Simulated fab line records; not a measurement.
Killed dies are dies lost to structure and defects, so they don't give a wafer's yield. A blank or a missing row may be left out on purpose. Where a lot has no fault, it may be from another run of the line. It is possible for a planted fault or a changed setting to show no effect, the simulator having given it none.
fab line records + flow n5_finfet
record:
- lots: 6
- wafers: 18
- last_day: 16
route steps=1938 shown PMOS_HMC_CHANNEL_EPI@58 BEOL_M4@1111
lots that met no fault: taken from a fault-free run of the same line
start_h: hours from the record's first day to the start of the lot's first wafer shown + wait_h: how many hours have passed since the lot's step before this one + " as in the row above + L1.1+2: several wafers, shown together as one row + - no value, or no start was given + * or withheld: withheld + < > ~ a bound
route shown NAME@n: NAME is a module with steps in the file, n the number in the route of the first one + usual: the fault-free wafers' mean and standard deviation + same: alike in all rows + chamber/n: place in a boat + sites: each site's reading + _std_site: standard deviation across them + _edge_site: mean of outer sites minus mean of inner sites + radius_mm: for every site, how far away it sits from the centre of the wafer + mask NAME#n: copy n + behind: the most recent tool/chamber to have shaped the wafer + hold: why the lot was held/for how many hours/how that ended + device: the n, p or np transistor that did not switch + end of line: tests run on the same wafers once the route is complete + a step with no rows: only its recipe + killed: the dies lost at the first sort to structure and to defects; this is not the yield of the wafer + map: a wafer's dies, marking killed ones x, the rest . and places with no die _
set.NAME: the run value of the setting; set.NAME@STEP: its run value at that earlier step + model.NAME: the simulator's own value behind a step, which no gauge read
lots seen at some steps along the route; tables by step, rows by wafer
services: from which hour (start_h, from the record's first day; less than 0 if before it) a tool's chamber was out of use, for how many hours, and why
== steps ==
step: N5_PMOS_HMC_CHANNEL_EPI_COAT_31
recipe:
- resist: BARC
- temp_c: 205
- time_s: 60
- spin_rpm: 1500
- resist_thk_nm: 66
step: N5_PMOS_HMC_CHANNEL_EPI_COAT_03
recipe:
- resist: CAR-ArF-block
- spin_rpm: 1500
- resist_thk_nm: 205
step: N5_PMOS_HMC_CHANNEL_EPI_EBR_05
recipe:
- solvent: PGMEA
- ebr_width_mm: 1.5
step: N5_PMOS_HMC_CHANNEL_EPI_SOFTBAKE_04
recipe:
- temp_c: 110
- time_s: 60
- resist: CAR-ArF-block
step: N5_PMOS_HMC_CHANNEL_EPI_EXPOSE_06
recipe:
- mask_id: PMOS_HMC_BLK
- na: 1.35
- source_shape: conventional
- sigma_outer: 0.8
- polarization: unpolarized
- target_cd_nm: 240
- dose_mj: 41
step: N5_PMOS_HMC_CHANNEL_EPI_PEB_07
recipe:
- peb_temp_c: 110
- peb_time_s: 60
- resist: CAR-ArF-block
step: N5_PMOS_HMC_CHANNEL_EPI_DEVELOP_08
recipe:
- develop_time_s: 30
- developer: TMAH
- resist: CAR-ArF-block
- dev_temp_c: 23
- rinse_liquid: diw
- dry: air_spin
step: N5_PMOS_HMC_CHANNEL_EPI_CD_MEAS_09
recipe:
- target_cd_nm: 237.4
- landing_energy_ev: 500
- detector: se_inlens
usual:
- cd_nm: 237.0/0.81
| lot.wafer | tool      | chamber | start_h | wait_h | cd_nm |
|-----------|-----------|---------|---------|--------|-------|
| L220.1    | cd_sem-02 | 0       | 47.06   | -      | 237.0 |
| L220.4    | "         | 0       | "       | "      | 237.7 |
| L220.6    | "         | 0       | "       | "      | 237.3 |
| L221.3    | cd_sem-03 | 0       | 54.25   | -      | 238.3 |
| L221.4    | "         | 0       | "       | "      | 237.0 |
| L221.5    | "         | 0       | "       | "      | 237.5 |
| L223.1    | cd_sem-03 | 0       | 65.64   | -      | 237.5 |
| L223.2    | "         | 0       | "       | "      | 235.1 |
| L223.6    | "         | 0       | "       | "      | 236.2 |
| L226.1    | cd_sem-01 | 0       | 84.11   | -      | 237.6 |
| L226.3    | "         | 0       | "       | "      | 237.1 |
| L226.6    | "         | 0       | "       | "      | 237.3 |
| L229.1    | cd_sem-03 | 0       | 101.27  | -      | 238.1 |
| L229.2    | "         | 0       | "       | "      | 237.7 |
| L229.6    | "         | 0       | "       | "      | 236.7 |
| L234.3    | cd_sem-01 | 0       | 131.74  | -      | 237.6 |
| L234.4    | "         | 0       | "       | "      | 235.0 |
| L234.6    | "         | 0       | "       | "      | 236.0 |
step: N5_PMOS_HMC_CHANNEL_EPI_OVL_MEAS_10
recipe:
- points_per_wafer: 44
usual:
- PMOS_HMC_BLK_OVL: -0.5/0.77
| lot.wafer | tool       | chamber | start_h | wait_h | PMOS_HMC_BLK_OVL[nm] |
|-----------|------------|---------|---------|--------|----------------------|
| L220.1    | overlay-02 | 0       | 47.09   | 0.0    | -1.1                 |
| L220.4    | "          | 0       | "       | "      | -2.0                 |
| L220.6    | "          | 0       | "       | "      | -1.2                 |
| L221.3    | overlay-01 | 0       | 54.28   | 0.0    | -1.3                 |
| L221.4    | "          | 0       | "       | "      | 0.3                  |
| L221.5    | "          | 0       | "       | "      | -0.2                 |
| L223.1    | overlay-01 | 0       | 65.67   | 0.0    | 0.3                  |
| L223.2    | "          | 0       | "       | "      | -0.6                 |
| L223.6    | "          | 0       | "       | "      | -0.6                 |
| L226.1    | overlay-02 | 0       | 84.14   | 0.0    | -1.3                 |
| L226.3    | "          | 0       | "       | "      | -0.3                 |
| L226.6    | "          | 0       | "       | "      | -1.7                 |
| L229.1    | overlay-02 | 0       | 101.30  | 0.0    | -0.1                 |
| L229.2    | "          | 0       | "       | "      | -0.9                 |
| L229.6    | "          | 0       | "       | "      | 0.4                  |
| L234.3    | overlay-01 | 0       | 131.77  | 0.0    | -0.3                 |
| L234.4    | "          | 0       | "       | "      | 1.8                  |
| L234.6    | "          | 0       | "       | "      | 1.4                  |
step: N5_PMOS_HMC_CHANNEL_EPI_INSPECT_11
recipe:
- mode: adi
- inspect_instrument: macro
usual:
- raw_defect_count: 1.9/1.2
| lot.wafer | tool              | chamber | start_h | wait_h | raw_defect_count |
|-----------|-------------------|---------|---------|--------|------------------|
| L220.1    | defect_inspect-02 | -       | 47.11   | 0.0    | 1                |
| L220.4    | "                 | -       | "       | "      | 4                |
| L220.6    | "                 | -       | "       | "      | 1                |
| L221.3    | defect_inspect-01 | -       | 54.30   | 0.0    | 2                |
| L221.4    | "                 | -       | "       | "      | 2                |
| L221.5    | "                 | -       | "       | "      | 2                |
| L223.1    | defect_inspect-01 | -       | 65.70   | 0.0    | 2                |
| L223.2    | "                 | -       | "       | "      | 3                |
| L223.6    | "                 | -       | "       | "      | 3                |
| L226.1    | defect_inspect-02 | -       | 84.17   | 0.0    | 1                |
| L226.3    | "                 | -       | "       | "      | 2                |
| L226.6    | "                 | -       | "       | "      | 2                |
| L229.1    | defect_inspect-01 | -       | 101.32  | 0.0    | 1                |
| L229.2    | "                 | -       | "       | "      | 3                |
| L229.6    | "                 | -       | "       | "      | 3                |
| L234.3    | defect_inspect-01 | -       | 131.79  | 0.0    | 4                |
| L234.4    | "                 | -       | "       | "      | 1                |
| L234.6    | "                 | -       | "       | "      | 1                |
step: N5_PMOS_HMC_CHANNEL_EPI_DESCUM_14
recipe:
- chemistry: O2
- time_s: 7.9
- source_power_w: 50
- bias_power_w: 20
- pressure_mtorr: 20
- rf_frequency_hz: 2.712e+07
- temp_c: 40
- resist: CAR-ArF-block
- o2_flow_sccm: 225
usual:
- drypump_motor_current_A: 5.7/0.51
- oes_product_au: 0.76/0.067
- rf_fwd_power_W: 49.45/0.25
- rf_vpp_V: 243.1/1.5
- showerhead_plenum_p_Torr: 2.09/0.079
- throttle_valve_pct: 20.51/0.2
same:
- time_s: 7.9
| lot.wafer | tool        | chamber | start_h | wait_h | drypump_motor_current_A | oes_product_au | rf_fwd_power_W | rf_hours_counter_h | rf_vpp_V | showerhead_plenum_p_Torr | throttle_valve_pct |
|-----------|-------------|---------|---------|--------|-------------------------|----------------|----------------|--------------------|----------|--------------------------|--------------------|
| L220.1    | rie_diel-06 | 1       | 47.15   | 0.0    | 5.5                     | 0.76           | 48.77          | 142                | 241.8    | 2.00                     | 20.28              |
| L220.4    | "           | 2       | "       | "      | 6.5                     | 0.81           | 49.52          | 113                | 241.9    | 2.10                     | 20.44              |
| L220.6    | "           | 2       | "       | "      | 6.5                     | 0.80           | 49.62          | -                  | 242.7    | 2.10                     | 20.45              |
| L221.3    | rie_diel-05 | 1       | 54.34   | 0.0    | 5.9                     | 0.78           | 49.09          | 137                | 244.4    | 2.19                     | 20.55              |
| L221.4    | "           | 3       | "       | "      | 5.7                     | 0.69           | 49.54          | 217                | 241.4    | 1.99                     | 20.64              |
| L221.5    | "           | 1       | "       | "      | 5.9                     | 0.78           | 49.48          | -                  | 245.1    | 2.19                     | 20.55              |
| L223.1    | rie_diel-05 | 3       | 65.76   | 0.1    | 5.7                     | 0.69           | 49.38          | 220                | 241.3    | 1.98                     | 20.66              |
| L223.2    | "           | 0       | "       | "      | 5.6                     | 0.72           | 49.24          | 223                | 243.5    | 2.07                     | 20.38              |
| L223.6    | "           | 0       | "       | "      | 5.6                     | 0.71           | 49.17          | -                  | 241.9    | 2.07                     | 20.38              |
| L226.1    | rie_diel-02 | 0       | 84.29   | 0.1    | 5.1                     | 0.69           | 49.68          | 241                | 241.6    | 1.97                     | 20.90              |
| L226.3    | "           | 1       | "       | "      | 5.5                     | 0.78           | 49.48          | 126                | 246.1    | 2.19                     | 20.48              |
| L226.6    | "           | 3       | "       | "      | 6.6                     | 0.69           | 49.79          | -                  | 243.2    | 2.16                     | 20.50              |
| L229.1    | rie_diel-02 | 2       | 101.38  | 0.1    | 5.1                     | 0.83           | 49.53          | 66                 | 241.5    | 2.04                     | 20.30              |
| L229.2    | "           | 0       | "       | "      | 5.1                     | 0.69           | 49.58          | 246                | 242.3    | 1.96                     | 20.90              |
| L229.6    | "           | 3       | "       | "      | 6.5                     | 0.69           | 49.83          | -                  | 243.5    | 2.16                     | 20.49              |
| L234.3    | rie_diel-02 | 1       | 131.83  | 0.0    | 5.5                     | 0.75           | 49.54          | 142                | 244.5    | 2.19                     | 20.48              |
| L234.4    | "           | 2       | "       | "      | 5.1                     | 0.82           | 49.74          | -                  | 243.3    | 2.03                     | 20.29              |
| L234.6    | "           | 3       | "       | "      | 6.6                     | 0.67           | 49.81          | -                  | 243.8    | 2.16                     | 20.51              |
step: N5_PMOS_HMC_CHANNEL_EPI_ETCH_32
recipe:
- chemistry: N2/H2
- target: BARC
- stop_on: SiO2
- target_depth_a: 858
- over_etch_frac: 0.3
- time_s: 50.3
- ion_energy_ev: 200
- mask_material: CAR-ArF-block
- pressure_mtorr: 30
- source_w: 840
- bias_w: 150
- n2_flow_sccm: 200
- h2_flow_sccm: 200
usual:
- drypump_motor_current_A: 5.7/0.5
- oes_product_au: 0.65/0.054
- rf_fwd_power_W: 832/4.1
- rf_vpp_V: 523.8/2.6
- showerhead_plenum_p_Torr: 2.54/0.093
- throttle_valve_pct: 17.99/0.24
same:
- over_etch_frac: 0.3
- time_s: 50.3
| lot.wafer | tool        | chamber | start_h | wait_h | drypump_motor_current_A | oes_product_au | rf_fwd_power_W | rf_hours_counter_h | rf_vpp_V | showerhead_plenum_p_Torr | throttle_valve_pct |
|-----------|-------------|---------|---------|--------|-------------------------|----------------|----------------|--------------------|----------|--------------------------|--------------------|
| L220.1    | rie_diel-06 | 1       | 47.18   | 0.0    | 5.5                     | 0.66           | 830            | 142                | 520.8    | 2.44                     | 17.88              |
| L220.4    | "           | 2       | "       | "      | 6.5                     | 0.69           | 827            | 113                | 524.8    | 2.55                     | 17.77              |
| L220.6    | "           | 2       | "       | "      | 6.5                     | 0.69           | 829            | -                  | 523.9    | 2.55                     | 17.77              |
| L221.3    | rie_diel-05 | 1       | 54.37   | 0.0    | 5.9                     | 0.67           | 832            | 137                | 527.8    | 2.66                     | 18.11              |
| L221.4    | "           | 3       | "       | "      | 5.8                     | 0.60           | 829            | 217                | 519.7    | 2.41                     | 18.15              |
| L221.5    | "           | 1       | "       | "      | 5.9                     | 0.67           | 832            | -                  | 526.7    | 2.66                     | 18.10              |
| L223.1    | rie_diel-05 | 3       | 65.80   | 0.0    | 5.7                     | 0.59           | 838            | 220                | 520.5    | 2.41                     | 18.17              |
| L223.2    | "           | 0       | "       | "      | 5.6                     | 0.61           | 828            | 223                | 521.8    | 2.52                     | 17.90              |
| L223.6    | "           | 0       | "       | "      | 5.7                     | 0.61           | 823            | -                  | 522.1    | 2.52                     | 17.90              |
| L226.1    | rie_diel-02 | 0       | 84.33   | 0.0    | 5.1                     | 0.59           | 837            | 241                | 520.7    | 2.41                     | 18.46              |
| L226.3    | "           | 1       | "       | "      | 5.5                     | 0.67           | 831            | 126                | 526.7    | 2.67                     | 18.05              |
| L226.6    | "           | 3       | "       | "      | 6.6                     | 0.60           | 834            | -                  | 525.7    | 2.61                     | 17.83              |
| L229.1    | rie_diel-02 | 2       | 101.41  | 0.0    | 5.1                     | 0.71           | 831            | 66                 | 522.3    | 2.48                     | 17.68              |
| L229.2    | "           | 0       | "       | "      | 5.1                     | 0.58           | 834            | 246                | 519.4    | 2.40                     | 18.47              |
| L229.6    | "           | 3       | "       | "      | 6.5                     | 0.59           | 834            | -                  | 524.8    | 2.61                     | 17.83              |
| L234.3    | rie_diel-02 | 1       | 131.86  | 0.0    | 5.6                     | 0.65           | 832            | 142                | 528.1    | 2.66                     | 18.07              |
| L234.4    | "           | 2       | "       | "      | 5.1                     | 0.70           | 829            | -                  | 520.7    | 2.47                     | 17.68              |
| L234.6    | "           | 3       | "       | "      | 6.6                     | 0.59           | 837            | -                  | 525.9    | 2.60                     | 17.85              |
step: N5_PMOS_HMC_CHANNEL_EPI_HM_OPEN_15
recipe:
- chemistry: CHF3/O2
- target: SiO2
- mask_material: CAR-ArF-block
- target_depth_a: 406
- CHF3_flow_sccm: 50
- O2_flow_sccm: 5
- Ar_flow_sccm: 200
- time_s: 20.3
- pressure_mtorr: 30
- source_w: 650
- bias_w: 170
- ion_energy_ev: 200
usual:
- CHF3_flow_sccm: 49.99/0.14
- O2_flow_sccm: 5.002/0.015
- drypump_motor_current_A: 5.7/0.5
- oes_o_777_au: 0.77/0.062
- oes_product_au: 0.76/0.067
- rf_fwd_power_W: 645.7/2.4
- rf_vpp_V: 521/5.1
- showerhead_plenum_p_Torr: 2.41/0.083
- throttle_valve_pct: 18.97/0.22
same:
- time_s: 20.3
| lot.wafer | tool        | chamber | start_h | wait_h | CHF3_flow_sccm | O2_flow_sccm | drypump_motor_current_A | oes_o_777_au | oes_product_au | rf_fwd_power_W | rf_hours_counter_h | rf_vpp_V | showerhead_plenum_p_Torr | throttle_valve_pct | model.CAR-ArF-block_of_PMOS_HMC_CHANNEL_EPI_COAT_03.thk_nm | model.etch.depth_nm |
|-----------|-------------|---------|---------|--------|----------------|--------------|-------------------------|--------------|----------------|----------------|--------------------|----------|--------------------------|--------------------|------------------------------------------------------------|---------------------|
| L220.1    | rie_diel-06 | 1       | 47.22   | 0.0    | 49.99          | 5.034        | 5.5                     | 0.76         | 0.76           | 641.8          | 142                | 522      | 2.33                     | 18.83              | 93.42                                                      | 39.84               |
| L220.4    | "           | 2       | "       | "      | 49.92          | 4.992        | 6.5                     | 0.80         | 0.80           | 646.8          | 113                | 526      | 2.43                     | 18.95              | 93.19                                                      | 40                  |
| L220.6    | "           | 2       | "       | "      | 49.99          | 4.996        | 6.5                     | 0.80         | 0.80           | 645.3          | -                  | 527      | 2.43                     | 18.97              | 92.55                                                      | 39.89               |
| L221.3    | rie_diel-05 | 1       | 54.41   | 0.0    | 50.03          | 5.015        | 5.8                     | 0.79         | 0.78           | 645.7          | 137                | 517      | 2.52                     | 19.02              | 91.91                                                      | 40.32               |
| L221.4    | "           | 3       | "       | "      | 50.13          | 4.992        | 5.7                     | 0.69         | 0.69           | 643.1          | 217                | 517      | 2.29                     | 19.12              | 93.33                                                      | 39.87               |
| L221.5    | "           | 1       | "       | "      | 50.00          | 5.001        | 5.8                     | 0.79         | 0.78           | 645.3          | -                  | 519      | 2.52                     | 19.00              | 91.63                                                      | 40.05               |
| L223.1    | rie_diel-05 | 3       | 65.84   | 0.0    | 50.13          | 5.018        | 5.8                     | 0.69         | 0.68           | 648.0          | 220                | 517      | 2.29                     | 19.12              | 93.45                                                      | 39.75               |
| L223.2    | "           | 0       | "       | "      | 49.77          | 5.010        | 5.6                     | 0.73         | 0.71           | 643.7          | 223                | 526      | 2.38                     | 18.78              | 93.34                                                      | 40.38               |
| L223.6    | "           | 0       | "       | "      | 50.06          | 5.025        | 5.6                     | 0.73         | 0.71           | 641.7          | -                  | 525      | 2.38                     | 18.78              | 92.12                                                      | 39.75               |
| L226.1    | rie_diel-02 | 0       | 84.37   | 0.0    | 49.93          | 4.994        | 5.1                     | 0.69         | 0.70           | 647.0          | 241                | 509      | 2.28                     | 19.48              | 90.47                                                      | 40.59               |
| L226.3    | "           | 1       | "       | "      | 50.14          | 5.022        | 5.5                     | 0.79         | 0.77           | 645.1          | 126                | 520      | 2.51                     | 18.88              | 92.64                                                      | 40.14               |
| L226.6    | "           | 3       | "       | "      | 50.07          | 4.998        | 6.5                     | 0.71         | 0.70           | 650.0          | -                  | 526      | 2.47                     | 18.91              | 94.53                                                      | 39.44               |
| L229.1    | rie_diel-02 | 2       | 101.46  | 0.0    | 50.01          | 4.994        | 5.1                     | 0.83         | 1.01           | 645.1          | 66                 | 522      | 2.35                     | 18.82              | 79.85                                                      | 54.23               |
| L229.2    | "           | 0       | "       | "      | 50.06          | 5.000        | 5.1                     | 0.69         | 0.69           | 647.6          | 246                | 510      | 2.28                     | 19.49              | 91.17                                                      | 40.84               |
| L229.6    | "           | 3       | "       | "      | 49.72          | 4.981        | 6.6                     | 0.70         | 0.84           | 648.4          | -                  | 525      | 2.47                     | 18.96              | 80.35                                                      | 53.45               |
| L234.3    | rie_diel-02 | 1       | 131.90  | 0.0    | 49.89          | 4.982        | 5.6                     | 0.77         | 0.76           | 644.7          | 142                | 521      | 2.50                     | 18.91              | 93.75                                                      | 40                  |
| L234.4    | "           | 2       | "       | "      | 50.10          | 5.001        | 5.1                     | 0.82         | 0.82           | 644.2          | -                  | 521      | 2.34                     | 18.77              | 94.37                                                      | 39.97               |
| L234.6    | "           | 3       | "       | "      | 50.17          | 4.987        | 6.6                     | 0.70         | 0.82           | 651.2          | -                  | 525      | 2.47                     | 18.96              | 81.37                                                      | 53.28               |
step: N5_PMOS_HMC_CHANNEL_EPI_STRIP_33
recipe:
- chemistry: N2/H2
- power_w: 500
- temp_c: 40
- pressure_mtorr: 50
- rf_frequency_hz: 6e+07
- overash_fraction: 0.3
- bias_power_w: 8
- h2_frac: 0.5
- n2_flow_sccm: 300
- h2_flow_sccm: 300
usual:
- drypump_motor_current_A: 5.7/0.51
- oes_product_au: 0.76/0.068
- rf_vpp_V: 54.2/1.6
- showerhead_plenum_p_Torr: 3.36/0.12
- throttle_valve_pct: 19.1/0.39
| lot.wafer | tool        | chamber | start_h | wait_h | drypump_motor_current_A | oes_product_au | rf_hours_counter_h | rf_vpp_V | showerhead_plenum_p_Torr | throttle_valve_pct |
|-----------|-------------|---------|---------|--------|-------------------------|----------------|--------------------|----------|--------------------------|--------------------|
| L220.1    | rie_diel-06 | 1       | 47.28   | 0.0    | 5.6                     | 0.77           | 142                | 52.7     | 3.23                     | 19.2               |
| L220.4    | "           | 2       | "       | "      | 6.5                     | 0.82           | 113                | 53.3     | 3.37                     | 18.6               |
| L220.6    | "           | 2       | "       | "      | 6.5                     | 0.80           | -                  | 50.5     | 3.37                     | 18.5               |
| L221.3    | rie_diel-05 | 1       | 54.47   | 0.0    | 5.8                     | 0.79           | 137                | 53.3     | 3.51                     | 19.5               |
| L221.4    | "           | 3       | "       | "      | 5.7                     | 0.70           | 217                | 58.0     | 3.19                     | 19.5               |
| L221.5    | "           | 1       | "       | "      | 5.8                     | 0.76           | -                  | 53.4     | 3.51                     | 19.5               |
| L223.1    | rie_diel-05 | 3       | 65.90   | 0.0    | 5.7                     | 0.70           | 220                | 55.9     | 3.18                     | 19.5               |
| L223.2    | "           | 0       | "       | "      | 5.7                     | 0.72           | 223                | 55.6     | 3.32                     | 19.1               |
| L223.6    | "           | 0       | "       | "      | 5.7                     | 0.72           | -                  | 53.8     | 3.32                     | 19.2               |
| L226.1    | rie_diel-02 | 0       | 84.43   | 0.0    | 5.1                     | 0.70           | 241                | 50.9     | 3.18                     | 19.4               |
| L226.3    | "           | 1       | "       | "      | 5.6                     | 0.78           | 126                | 55.1     | 3.52                     | 19.4               |
| L226.6    | "           | 3       | "       | "      | 6.7                     | 0.69           | -                  | 54.2     | 3.44                     | 18.8               |
| L229.1    | rie_diel-02 | 2       | 101.51  | 0.0    | 5.1                     | 0.82           | 66                 | 51.6     | 3.28                     | 18.4               |
| L229.2    | "           | 0       | "       | "      | 5.1                     | 0.69           | 246                | 51.0     | 3.18                     | 19.4               |
| L229.6    | "           | 3       | "       | "      | 6.7                     | 0.68           | -                  | 56.3     | 3.44                     | 18.7               |
| L234.3    | rie_diel-02 | 1       | 131.96  | 0.0    | 5.6                     | 0.77           | 142                | 54.6     | 3.51                     | 19.4               |
| L234.4    | "           | 2       | "       | "      | 5.1                     | 0.82           | -                  | 52.0     | 3.27                     | 18.5               |
| L234.6    | "           | 3       | "       | "      | 6.6                     | 0.68           | -                  | 55.4     | 3.43                     | 18.8               |
step: N5_BEOL_M4_RC_MEAS_101
usual:
- DIBL_N: 36.3/1.2
- DIBL_P: 36.7/1.5
- IOFF_N: 0.164/0.02
- IOFF_P: 0.214/0.024
- ION_N: 673/8.5
- ION_P: 461/5.9
- SS_N: 71.6/0.44
- SS_P: 73.3/0.55
- VT_N: 249.4/2.4
- VT_P: -250.0/2.3
| lot.wafer | tool      | chamber | start_h | wait_h | DIBL_N[mV/V] | DIBL_P[mV/V] | IOFF_N[nA/um] | IOFF_P[nA/um] | ION_N[uA/um] | ION_P[uA/um] | SS_N[mV/dec] | SS_P[mV/dec] | VT_N[mV] | VT_P[mV] |
|-----------|-----------|---------|---------|--------|--------------|--------------|---------------|---------------|--------------|--------------|--------------|--------------|----------|----------|
| L221.3    | prober-01 | 0       | 203.97  | 0.3    | 36.2         | 36.6         | 0.152         | 0.224         | 671          | 470          | 71.6         | 73.2         | 250.0    | -247.6   |
| L221.4    | "         | 0       | "       | "      | 36.2         | 35.8         | 0.153         | 0.211         | 678          | 462          | 70.7         | 73.6         | 248.5    | -249.2   |
| L221.5    | "         | 0       | "       | "      | 36.8         | 36.6         | 0.164         | 0.228         | 670          | 464          | 71.2         | 73.3         | 248.7    | -245.8   |
| L220.1    | prober-01 | 0       | 205.52  | 0.0    | 36.2         | 36.5         | 0.157         | 0.238         | 679          | 466          | 71.6         | 73.2         | 245.6    | -245.9   |
| L220.4    | "         | 0       | "       | "      | 36.4         | 36.6         | 0.157         | 0.240         | 678          | 471          | 71.6         | 73.6         | 247.3    | -247.6   |
| L220.6    | "         | 0       | "       | "      | 39.1         | 39.8         | 0.214         | 0.295         | 692          | 475          | 72.5         | 73.6         | 248.0    | -244.1   |
| L226.1    | prober-02 | 0       | 233.20  | 0.0    | 38.0         | 38.7         | 0.196         | 0.258         | 672          | 464          | 72.0         | 73.9         | 248.1    | -245.5   |
| L226.3    | "         | 0       | "       | "      | 35.6         | 35.4         | 0.153         | 0.209         | 671          | 459          | 72.1         | 73.8         | 252.9    | -250.9   |
| L226.6    | "         | 0       | "       | "      | 36.2         | 36.1         | 0.160         | 0.213         | 673          | 462          | 72.3         | 74.1         | 249.9    | -250.0   |
| L223.1    | prober-01 | 0       | 233.70  | 0.0    | 35.2         | 36.6         | 0.156         | 0.211         | 676          | 465          | 70.9         | 72.7         | 247.4    | -249.8   |
| L223.2    | "         | 0       | "       | "      | 35.7         | 36.8         | 0.159         | 0.204         | 677          | 457          | 71.3         | 73.1         | 248.4    | -252.8   |
| L223.6    | "         | 0       | "       | "      | 35.8         | 37.0         | 0.169         | 0.213         | 676          | 459          | 71.2         | 72.8         | 249.8    | -250.5   |
| L229.1    | prober-01 | 0       | 253.74  | 0.0    | 37.5         | 37.5         | 0.181         | 0.254         | 683          | 468          | 71.5         | 74.0         | 249.3    | -248.8   |
| L229.2    | "         | 0       | "       | "      | 36.3         | 35.7         | 0.156         | 0.210         | 676          | 464          | 71.6         | 72.7         | 251.2    | -250.6   |
| L229.6    | "         | 0       | "       | "      | 35.3         | 34.9         | 0.148         | 0.198         | 665          | 457          | 71.4         | 72.8         | 251.6    | -251.7   |
| L234.3    | prober-01 | 0       | 286.79  | 0.3    | 35.1         | 35.0         | 0.169         | 0.209         | 679          | 461          | 71.6         | 72.9         | 248.7    | -251.1   |
| L234.4    | "         | 0       | "       | "      | 34.8         | 35.3         | 0.159         | 0.197         | 676          | 460          | 71.4         | 73.4         | 249.4    | -250.2   |
| L234.6    | "         | 0       | "       | "      | 35.9         | 36.5         | 0.183         | 0.225         | 676          | 459          | 71.9         | 74.0         | 246.8    | -248.9   |
== services ==
| tool        | chamber | start_h | hours | kind                          |
|-------------|---------|---------|-------|-------------------------------|
| rie_diel-06 | 0       | 24.13   | -     | clean                         |
| rie_diel-06 | 0       | 24.13   | -     | consumable_replace:focus_ring |
| rie_diel-06 | 0       | 24.13   | 17.0  | scheduled_down                |
| rie_diel-06 | 0       | 24.13   | 17.0  | vent_cycle                    |
| rie_diel-05 | 1       | 25.52   | 5.6   | repair                        |
| rie_diel-06 | 3       | 28.31   | 5.2   | repair                        |
| rie_diel-05 | 1       | 35.94   | 9.7   | repair                        |
| rie_diel-06 | 2       | 40.57   | 3.8   | repair                        |
| rie_diel-02 | 1       | 79.45   | 2.7   | repair                        |
| rie_diel-05 | 3       | 87.43   | 14.2  | repair                        |
| rie_diel-02 | 0       | 89.49   | 2.7   | repair                        |
| rie_diel-06 | 1       | 113.05  | 1.8   | repair                        |
| rie_diel-02 | 2       | 113.09  | 5.5   | repair                        |
| rie_diel-02 | 3       | 114.85  | 2.7   | repair                        |
| rie_diel-02 | 0       | 118.74  | -     | clean                         |
| rie_diel-02 | 0       | 118.74  | -     | consumable_replace:focus_ring |
| rie_diel-02 | 0       | 118.74  | -     | consumable_replace:showerhead |
| rie_diel-02 | 0       | 118.74  | 18.6  | scheduled_down                |
| rie_diel-02 | 0       | 118.74  | 18.6  | vent_cycle                    |
== key ==
first_sign none at tools or gauges
model_effect:
- step: N5_PMOS_HMC_CHANNEL_EPI_HM_OPEN_15
- value: CAR-ArF-block_of_PMOS_HMC_CHANNEL_EPI_COAT_03.thk_nm
- without: 94.55
- struck: 80.53
met_at N5_PMOS_HMC_CHANNEL_EPI_HM_OPEN_15
struck_wafers L229.1,L229.6,L234.6
onset_between 84.37 101.46
fault:
- kind: process_parameter_drift
- tool: rie_diel-02
- chamber: -
- onset_h: 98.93
- steps: N5_PMOS_HMC_CHANNEL_EPI_HM_OPEN_15
- channel: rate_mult
- offset: 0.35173
- shape: step
- end_h: 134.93
- scope: struck_wafers_only
